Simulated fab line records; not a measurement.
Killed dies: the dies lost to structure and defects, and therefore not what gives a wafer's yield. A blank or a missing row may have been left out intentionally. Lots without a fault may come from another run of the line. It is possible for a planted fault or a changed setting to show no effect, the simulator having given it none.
fab line records -- flow nand-harc
record lots=6, wafers=18, last-day=24
route steps=1159 shown A_CONTACT@911 END@1159
lots that met no fault: from a run of the same line without faults
start-h: hours from the record's first day to the start of the lot's first wafer shown -- wait-h: hours since the lot's step before -- " the same as in the row above -- L1.1+2: a row that stands for several wafers -- - value missing, or start not given -- * or withheld: withheld -- < > ~ a bound
route shown NAME@n: names a module that has steps shown in the file, with the first one's number in the route -- usual: mean/standard deviation of fault-free wafers -- same: alike in all rows -- chamber/n: place in a boat -- sites: per-site readings -- _std_site: how widely they spread, as a standard deviation -- _edge_site: outer sites' mean less inner sites' -- radius-mm: for every site, how far away it sits from the centre of the wafer -- mask NAME#n: copy n -- behind: tool/chamber where the wafer was last shaped -- hold: what put the lot on hold/how long, in hours/how the hold closed -- device: names the non-switching transistor (n, p or np) -- end of line: tests run on the same wafers once the route is complete -- step lacking rows: just its recipe -- killed: count of dies lost to structure and defects at first sort (not the wafer's yield) -- map: dies across one wafer; x = killed, . = not, _ = none there
set.NAME: the setting as run; set.NAME@STEP: as run at that earlier step -- model.NAME: the simulator's own value behind a step, which no gauge read
lots at selected steps of the route; one table per step, one row per wafer
services: a tool's chamber out of use, with start hour (start-h, from the record's first day; less than 0 if before it), hours out, and reason
## steps
# step NHARC_A_CONTACT_ETCH_131
# recipe source-w=withheld, pressure-mtorr=20, bias-v=1200, time-s=155, target-depth-a=9560, ar-flow-sccm=withheld, c4f8-flow-sccm=withheld, o2-flow-sccm=withheld, chemistry=C4F8/O2/Ar
lot.wafer,tool,chamber,start-h,wait-h,rf-hours-counter-h
L439.1,har-cap-etch-02,1,391.38,0.1,13
L439.4,har-cap-etch-02,1,391.38,0.1,-
L439.6,har-cap-etch-02,1,391.38,0.1,-
L442.2,har-cap-etch-03,0,404.52,0.1,84
L442.3,har-cap-etch-03,1,404.52,0.1,-
L442.5,har-cap-etch-03,1,404.52,0.1,-
L443.2,har-cap-etch-02,1,413.85,0.1,17
L443.4,har-cap-etch-02,1,413.85,0.1,-
L443.3,har-cap-etch-02,0,413.85,0.1,-
L449.2,har-cap-etch-01,0,467.60,0.1,77
L449.1,har-cap-etch-01,1,467.60,0.1,77
L449.3,har-cap-etch-01,0,467.60,0.1,-
L455.1,har-cap-etch-01,1,490.30,0.1,81
L455.3,har-cap-etch-01,0,490.30,0.1,-
L455.6,har-cap-etch-01,0,490.30,0.1,-
L456.4,har-cap-etch-02,0,507.63,0.1,-
L456.5,har-cap-etch-02,1,507.63,0.1,-
L456.6,har-cap-etch-02,0,507.63,0.1,-
# step NHARC_A_CONTACT_ETCH_132
# recipe source-w=withheld, pressure-mtorr=20, bias-v=1200, time-s=156, target-depth-a=9580, ar-flow-sccm=withheld, c4f8-flow-sccm=withheld, o2-flow-sccm=withheld, chemistry=C4F8/O2/Ar
lot.wafer,tool,chamber,start-h,wait-h,rf-hours-counter-h
L439.1,har-cap-etch-02,1,391.52,0.1,13
L439.4,har-cap-etch-02,1,391.52,0.1,-
L439.6,har-cap-etch-02,1,391.52,0.1,-
L442.2,har-cap-etch-03,0,404.66,0.1,85
L442.3,har-cap-etch-03,1,404.66,0.1,-
L442.5,har-cap-etch-03,1,404.66,0.1,-
L443.2,har-cap-etch-02,1,413.99,0.1,17
L443.4,har-cap-etch-02,1,413.99,0.1,-
L443.3,har-cap-etch-02,0,413.99,0.1,-
L449.2,har-cap-etch-01,0,467.74,0.1,77
L449.1,har-cap-etch-01,1,467.74,0.1,77
L449.3,har-cap-etch-01,0,467.74,0.1,-
L455.1,har-cap-etch-01,1,490.45,0.1,81
L455.3,har-cap-etch-01,0,490.45,0.1,-
L455.6,har-cap-etch-01,0,490.45,0.1,-
L456.4,har-cap-etch-02,0,507.77,0.1,-
L456.5,har-cap-etch-02,1,507.77,0.1,-
L456.6,har-cap-etch-02,0,507.77,0.1,-
# step NHARC_A_CONTACT_ETCH_133
# recipe source-w=withheld, pressure-mtorr=20, bias-v=400, time-s=195, target-depth-a=8400, ar-flow-sccm=withheld, c4f8-flow-sccm=11.5, o2-flow-sccm=7.2, chemistry=C4F8/O2/Ar
lot.wafer,tool,chamber,start-h,wait-h,rf-hours-counter-h
L439.1,har-cap-etch-02,1,391.67,0.1,13
L439.4,har-cap-etch-02,1,391.67,0.1,-
L439.6,har-cap-etch-02,1,391.67,0.1,-
L442.2,har-cap-etch-03,0,404.82,0.1,85
L442.3,har-cap-etch-03,1,404.82,0.1,-
L442.5,har-cap-etch-03,1,404.82,0.1,-
L443.2,har-cap-etch-02,1,414.13,0.1,17
L443.4,har-cap-etch-02,1,414.13,0.1,-
L443.3,har-cap-etch-02,0,414.13,0.1,-
L449.2,har-cap-etch-01,0,467.88,0.1,78
L449.1,har-cap-etch-01,1,467.88,0.1,78
L449.3,har-cap-etch-01,0,467.88,0.1,-
L455.1,har-cap-etch-01,1,490.59,0.1,81
L455.3,har-cap-etch-01,0,490.59,0.1,-
L455.6,har-cap-etch-01,0,490.59,0.1,-
L456.4,har-cap-etch-02,0,507.98,0.2,-
L456.5,har-cap-etch-02,1,507.98,0.2,-
L456.6,har-cap-etch-02,0,507.98,0.2,-
# step NHARC_A_CONTACT_ETCH_91
# recipe target-depth-a=400, over-etch-frac=0.5, time-s=85.7, ion-energy-ev=120, ch3f-flow-sccm=50, o2-flow-sccm=30, ar-flow-sccm=200, rf-w=500, bias-w=100, chemistry=CH3F/O2
# usual drypump-motor-current-A=5.9/0.38, oes-product-au=0.931/0.019, rf-vpp-V=244.0/1.6, showerhead-plenum-p-Torr=2.43/0.1, throttle-valve-pct=20.663/0.0095
lot.wafer,tool,chamber,start-h,wait-h,drypump-motor-current-A,oes-product-au,rf-hours-counter-h,rf-vpp-V,showerhead-plenum-p-Torr,throttle-valve-pct
L439.1,rie-diel-08,0,392.23,0.5,5.8,0.930,20,244.7,2.43,20.654
L439.4,rie-diel-08,0,392.23,0.5,5.8,0.931,-,244.8,2.43,20.672
L439.6,rie-diel-08,2,392.23,0.5,5.8,0.935,-,241.8,2.29,20.654
L442.3,rie-diel-08,3,405.36,0.4,5.6,0.944,24,245.6,2.45,20.642
L442.2,rie-diel-08,0,405.36,0.4,5.7,0.927,25,243.9,2.43,20.656
L442.5,rie-diel-08,3,405.36,0.4,5.6,0.937,-,243.1,2.44,20.665
L443.4,rie-diel-08,2,414.69,0.4,5.8,0.929,26,241.3,2.29,20.660
L443.3,rie-diel-08,3,414.69,0.4,5.6,0.938,25,245.0,2.44,20.653
L443.2,rie-diel-08,1,414.69,0.4,6.5,0.928,20,246.1,2.58,20.657
L449.2,rie-diel-08,3,468.47,0.5,5.6,0.928,36,245.3,2.44,20.651
L449.3,rie-diel-08,0,468.47,0.5,5.7,0.916,37,245.5,2.43,20.661
L449.1,rie-diel-08,2,468.47,0.5,5.8,0.922,37,241.7,2.28,20.661
L455.3,rie-diel-11,2,491.17,0.4,6.1,0.934,30,243.1,2.45,20.683
L455.1,rie-diel-11,3,491.17,0.4,6.6,0.918,28,243.6,2.48,20.659
L455.6,rie-diel-11,1,491.17,0.4,6.1,0.922,-,244.1,2.40,20.667
L456.4,rie-diel-11,2,508.44,0.4,6.0,0.921,36,243.8,2.44,20.655
L456.6,rie-diel-11,0,508.44,0.4,6.1,0.936,-,247.5,2.65,20.646
L456.5,rie-diel-11,1,508.44,0.4,6.1,0.919,-,243.6,2.40,20.662
# step NHARC_A_CONTACT_ETCH_97
# recipe target-depth-a=200, over-etch-frac=0.5, time-s=10, ion-energy-ev=250, c4f6-flow-sccm=25, o2-flow-sccm=20, ar-flow-sccm=500, rf-w=600, bias-w=500, chemistry=C4F6/O2
# step NHARC_A_CONTACT_CD_MEAS_80
# usual cd-nm=189.5/0.8
lot.wafer,tool,chamber,start-h,wait-h,cd-nm
L439.1,cd-sem-01,-,392.48,-,190.0
L439.4,cd-sem-01,-,392.48,-,189.7
L439.6,cd-sem-01,-,392.48,-,189.7
L442.2,cd-sem-03,-,405.68,-,190.9
L442.3,cd-sem-03,-,405.68,-,190.2
L442.5,cd-sem-03,-,405.68,-,190.1
L443.2,cd-sem-02,-,414.92,-,189.4
L443.3,cd-sem-02,-,414.92,-,189.1
L443.4,cd-sem-02,-,414.92,-,189.1
L449.1,cd-sem-03,-,468.73,-,190.1
L449.2,cd-sem-03,-,468.73,-,189.5
L449.3,cd-sem-03,-,468.73,-,190.1
L455.1,cd-sem-02,-,491.37,-,190.1
L455.3,cd-sem-02,-,491.37,-,189.0
L455.6,cd-sem-02,-,491.37,-,189.7
L456.4,cd-sem-02,-,508.64,-,190.1
L456.5,cd-sem-02,-,508.64,-,189.2
L456.6,cd-sem-02,-,508.64,-,189.7
# step NHARC_A_CONTACT_STRIP_103
# recipe n2-flow-sccm=150, h2-flow-sccm=150, ar-flow-sccm=0, bias-w=0, chemistry=N2/H2
# step NHARC_A_CONTACT_STRIP_104
# recipe cf4-flow-sccm=100, chf3-flow-sccm=30, ar-flow-sccm=0, bias-w=0, chemistry=CF4/CHF3
# step NHARC_A_CONTACT_STRIP_105
# recipe o2-flow-sccm=400, cos-flow-sccm=20, ar-flow-sccm=0, bias-w=0, chemistry=O2/COS
# step NHARC_A_CONTACT_ETCH_106
# recipe target-depth-a=600, overetch-a=60, time-s=33, ion-energy-ev=100, cf4-flow-sccm=80, o2-flow-sccm=20, ar-flow-sccm=0, rf-w=300, bias-w=100, chemistry=CF4/O2
# usual drypump-motor-current-A=5.8/0.38, oes-product-au=0.999/0.01, rf-vpp-V=197.5/1.4, showerhead-plenum-p-Torr=1.32/0.052, throttle-valve-pct=13.397/0.0091
lot.wafer,tool,chamber,start-h,wait-h,drypump-motor-current-A,oes-product-au,rf-hours-counter-h,rf-vpp-V,showerhead-plenum-p-Torr,throttle-valve-pct
L439.4,rie-diel-10,0,392.84,0.1,5.8,0.985,11,197.4,1.32,13.381
L439.1,rie-diel-10,1,392.84,0.1,5.2,0.995,11,197.2,1.26,13.418
L439.6,rie-diel-10,1,392.84,0.1,5.2,0.993,-,196.6,1.26,13.367
L442.2,rie-diel-08,0,406.07,0.1,5.8,1.001,25,197.9,1.32,13.394
L442.3,rie-diel-08,2,406.07,0.1,5.8,0.998,25,196.3,1.24,13.396
L442.5,rie-diel-08,0,406.07,0.1,5.7,1.008,-,196.2,1.32,13.384
L443.2,rie-diel-10,3,415.28,0.1,5.6,0.986,20,199.8,1.35,13.401
L443.4,rie-diel-10,0,415.28,0.1,5.8,0.997,18,197.2,1.32,13.379
L443.3,rie-diel-10,1,415.28,0.1,5.2,0.978,17,195.0,1.26,13.409
L449.3,rie-diel-08,2,469.19,0.2,5.8,0.997,37,196.4,1.24,13.390
L449.2,rie-diel-08,3,469.19,0.2,5.6,1.013,36,197.1,1.33,13.413
L449.1,rie-diel-08,1,469.19,0.2,6.5,1.017,31,198.9,1.40,13.387
L455.3,rie-diel-08,0,491.66,0.1,5.8,1.000,0,196.8,1.32,13.393
L455.1,rie-diel-08,2,491.66,0.1,5.8,0.987,0,194.7,1.24,13.400
L455.6,rie-diel-08,0,491.66,0.1,5.7,0.995,-,197.3,1.32,13.396
L456.4,rie-diel-08,3,508.93,0.1,5.5,0.995,3,198.4,1.32,13.388
L456.5,rie-diel-08,2,508.93,0.1,5.8,0.989,-,195.2,1.24,13.407
L456.6,rie-diel-08,3,508.93,0.1,5.5,1.009,-,197.1,1.32,13.391
# step NHARC_A_CONTACT_STRIP_82
# recipe o2-flow-sccm=500, ar-flow-sccm=0, bias-w=0, chemistry=O2
# step NHARC_A_CONTACT_STRIP_83
# recipe time-s=600, temp-c=30, chemistry=post-etch-residue-remover
# step NHARC_A_CONTACT_DEP_84
# recipe target-thk-a=20000, temp-c=400, material=aC
# usual susceptor-temp-C=399.96/0.22, throttle-valve-pct=34.999/0.01
lot.wafer,tool,chamber,start-h,wait-h,susceptor-temp-C,throttle-valve-pct
L439.1,acl-dep-02,0,394.26,-,399.78,35.002
L439.4,acl-dep-02,0,394.26,-,400.11,34.995
L439.6,acl-dep-02,0,394.26,-,400.07,35.005
L442.2,acl-dep-02,-,407.88,-,-,-
L442.3,acl-dep-02,-,407.88,-,-,-
L442.5,acl-dep-02,-,407.88,-,-,-
L443.2,acl-dep-01,-,416.14,-,-,-
L443.3,acl-dep-01,-,416.14,-,-,-
L443.4,acl-dep-01,-,416.14,-,-,-
L449.1,acl-dep-02,0,469.85,-,399.88,34.999
L449.2,acl-dep-02,0,469.85,-,399.69,34.998
L449.3,acl-dep-02,0,469.85,-,399.86,35.008
L455.1,acl-dep-01,0,492.47,-,400.46,34.988
L455.3,acl-dep-01,0,492.47,-,400.41,35.012
L455.6,acl-dep-01,0,492.47,-,400.09,34.992
L456.4,acl-dep-03,0,511.35,-,399.86,35.011
L456.5,acl-dep-03,0,511.35,-,399.75,35.007
L456.6,acl-dep-03,0,511.35,-,399.75,34.993
# step NHARC_A_CONTACT_DEP_85
# recipe target-thk-a=500, target-thk-nm=50, temp-c=400, pressure-torr=3.5, flow-sccm=200, rf-w=350, material=SiON
# step NHARC_END_SORT_01
# recipe temp-c=25
# usual killed-at-array=29/11, killed-at-other=0.6/0.75, killed-at-periphery=3.1/2.1, killed-dies=32/11, killed-open=3.0/1.8, killed-short=1.8/1.3
# same gross-dies=677
lot.wafer,tool,chamber,start-h,wait-h,killed-at-array,killed-at-other,killed-at-periphery,killed-dies,killed-open,killed-short
L442.2,prober-02,0,475.39,2.9,676,0,1,677,0,0
L442.3,prober-02,0,476.19,3.1,676,0,1,677,0,0
L442.5,prober-02,0,477.80,3.7,677,0,0,677,0,0
L443.2,prober-01,0,475.45,2.8,676,0,1,677,0,0
L443.3,prober-01,0,476.26,3.1,676,0,1,677,0,0
L443.4,prober-01,0,477.07,3.4,675,0,2,677,1,0
# killed by level:class
L442.2 A_CONTACT:lost-pattern=673 A_CHANNEL_HOLE_D1:chamber-film-flake=2 P_GATE:chamber-film-flake=1 A_WL_FILL:chamber-film-flake=1
L443.2 A_CONTACT:lost-pattern=669 A_CHANNEL_HOLE_D1:chamber-film-flake=5 P_STI:chamber-film-flake=1 A_SLIT:chamber-film-flake=1 A_CONTACT:chamber-film-flake=1
L442.3 A_CONTACT:lost-pattern=670 A_CHANNEL_HOLE_D1:chamber-film-flake=2 A_CONTACT:chamber-film-flake=2 P_GATE:chamber-film-flake=1 A_SLIT:chamber-film-flake=1 A_WL_FILL:chamber-film-flake=1
L443.3 A_CONTACT:lost-pattern=671 A_CHANNEL_FILL_D1:chamber-film-flake=2 A_SLIT:chamber-film-flake=2 P_M0:chamber-film-flake=1 A_STAIRCASE:chamber-film-flake=1
L443.4 A_CONTACT:lost-pattern=674 P_CONTACT:geometric-particle:open=1 P_STI:chamber-film-flake=1 A_SLIT:chamber-film-flake=1
L442.5 A_CONTACT:lost-pattern=675 A_WL_FILL:chamber-film-flake=1 A_CONTACT:area-dep=1
# map L442.2 (x killed, . not)
____________x____________
_________xxxxxxx_________
_______xxxxxxxxxxx_______
______xxxxxxxxxxxxx______
_____xxxxxxxxxxxxxxx_____
____xxxxxxxxxxxxxxxxx____
____xxxxxxxxxxxxxxxxx____
___xxxxxxxxxxxxxxxxxxx___
___xxxxxxxxxxxxxxxxxxx___
__xxxxxxxxxxxxxxxxxxxxx__
__xxxxxxxxxxxxxxxxxxxxx__
_xxxxxxxxxxxxxxxxxxxxxxx_
_xxxxxxxxxxxxxxxxxxxxxxx_
_xxxxxxxxxxxxxxxxxxxxxxx_
_xxxxxxxxxxxxxxxxxxxxxxx_
_xxxxxxxxxxxxxxxxxxxxxxx_
xxxxxxxxxxxxxxxxxxxxxxxxx
xxxxxxxxxxxxxxxxxxxxxxxxx
xxxxxxxxxxxxxxxxxxxxxxxxx
xxxxxxxxxxxxxxxxxxxxxxxxx
xxxxxxxxxxxxxxxxxxxxxxxxx
_xxxxxxxxxxxxxxxxxxxxxxx_
_xxxxxxxxxxxxxxxxxxxxxxx_
_xxxxxxxxxxxxxxxxxxxxxxx_
_xxxxxxxxxxxxxxxxxxxxxxx_
_xxxxxxxxxxxxxxxxxxxxxxx_
__xxxxxxxxxxxxxxxxxxxxx__
__xxxxxxxxxxxxxxxxxxxxx__
___xxxxxxxxxxxxxxxxxxx___
___xxxxxxxxxxxxxxxxxxx___
____xxxxxxxxxxxxxxxxx____
____xxxxxxxxxxxxxxxxx____
_____xxxxxxxxxxxxxxx_____
______xxxxxxxxxxxxx______
_______xxxxxxxxxxx_______
_________xxxxxxx_________
____________x____________
# map L443.2 (x killed, . not)
____________x____________
_________xxxxxxx_________
_______xxxxxxxxxxx_______
______xxxxxxxxxxxxx______
_____xxxxxxxxxxxxxxx_____
____xxxxxxxxxxxxxxxxx____
____xxxxxxxxxxxxxxxxx____
___xxxxxxxxxxxxxxxxxxx___
___xxxxxxxxxxxxxxxxxxx___
__xxxxxxxxxxxxxxxxxxxxx__
__xxxxxxxxxxxxxxxxxxxxx__
_xxxxxxxxxxxxxxxxxxxxxxx_
_xxxxxxxxxxxxxxxxxxxxxxx_
_xxxxxxxxxxxxxxxxxxxxxxx_
_xxxxxxxxxxxxxxxxxxxxxxx_
_xxxxxxxxxxxxxxxxxxxxxxx_
xxxxxxxxxxxxxxxxxxxxxxxxx
xxxxxxxxxxxxxxxxxxxxxxxxx
xxxxxxxxxxxxxxxxxxxxxxxxx
xxxxxxxxxxxxxxxxxxxxxxxxx
xxxxxxxxxxxxxxxxxxxxxxxxx
_xxxxxxxxxxxxxxxxxxxxxxx_
_xxxxxxxxxxxxxxxxxxxxxxx_
_xxxxxxxxxxxxxxxxxxxxxxx_
_xxxxxxxxxxxxxxxxxxxxxxx_
_xxxxxxxxxxxxxxxxxxxxxxx_
__xxxxxxxxxxxxxxxxxxxxx__
__xxxxxxxxxxxxxxxxxxxxx__
___xxxxxxxxxxxxxxxxxxx___
___xxxxxxxxxxxxxxxxxxx___
____xxxxxxxxxxxxxxxxx____
____xxxxxxxxxxxxxxxxx____
_____xxxxxxxxxxxxxxx_____
______xxxxxxxxxxxxx______
_______xxxxxxxxxxx_______
_________xxxxxxx_________
____________x____________
## services
tool,chamber,start-h,hours,kind
rie-diel-08,0,384.39,-,clean
rie-diel-08,1,384.39,-,clean
rie-diel-08,2,384.39,-,clean
rie-diel-08,3,384.39,-,clean
acl-dep-01,-,391.88,5.1,repair
rie-diel-11,-,398.65,9.0,pm
acl-dep-03,-,404.25,13.0,pm
rie-diel-08,0,408.89,-,clean
rie-diel-08,1,408.89,-,clean
rie-diel-08,2,408.89,-,clean
rie-diel-08,3,408.89,-,clean
rie-diel-11,3,429.84,5.1,repair
rie-diel-08,0,433.40,-,clean
rie-diel-08,1,433.40,-,clean
rie-diel-08,2,433.40,-,clean
rie-diel-08,3,433.40,-,clean
har-cap-etch-02,-,456.92,4.9,repair
rie-diel-08,0,457.96,-,clean
rie-diel-08,1,457.96,-,clean
rie-diel-08,2,457.96,-,clean
rie-diel-08,3,457.96,-,clean
rie-diel-10,3,468.39,1.6,repair
acl-dep-01,-,475.65,13.0,pm
rie-diel-08,-,478.82,9.0,pm
## key
first-sign step=NHARC_A_CONTACT_DEP_84, reading=tool-record, direction=missing
effect step=NHARC_END_SORT_01, reading=killed-at-array, direction=up, sigmas=60, usual=29, struck=676
met-at NHARC_A_CONTACT_DEP_84
struck-wafers L442.2,L442.3,L442.5,L443.2,L443.3,L443.4
later-rows-left-out L442.2,L442.3,L442.5,L443.2,L443.3,L443.4
tester-left-out L442,L443
onset-between 394.26 407.88
fault kind=skipped-step-whole, tool=acl-dep-01,acl-dep-02, chamber=-, onset-h=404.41, steps=NHARC_A_CONTACT_DEP_84, scope=struck-lots-only
# tester-left-out: of these lots the tester's yield and bins aren't shown, on N5 and GAA mostly nor the transistor test; their killed dies are dies lost to structure and defects alone, not to doping, threshold or leakage, so they don't give the yield
# later-rows-left-out: the simulator's readings of these wafers behind a module that went badly wrong aren't trusted and aren't shown, but for the sort
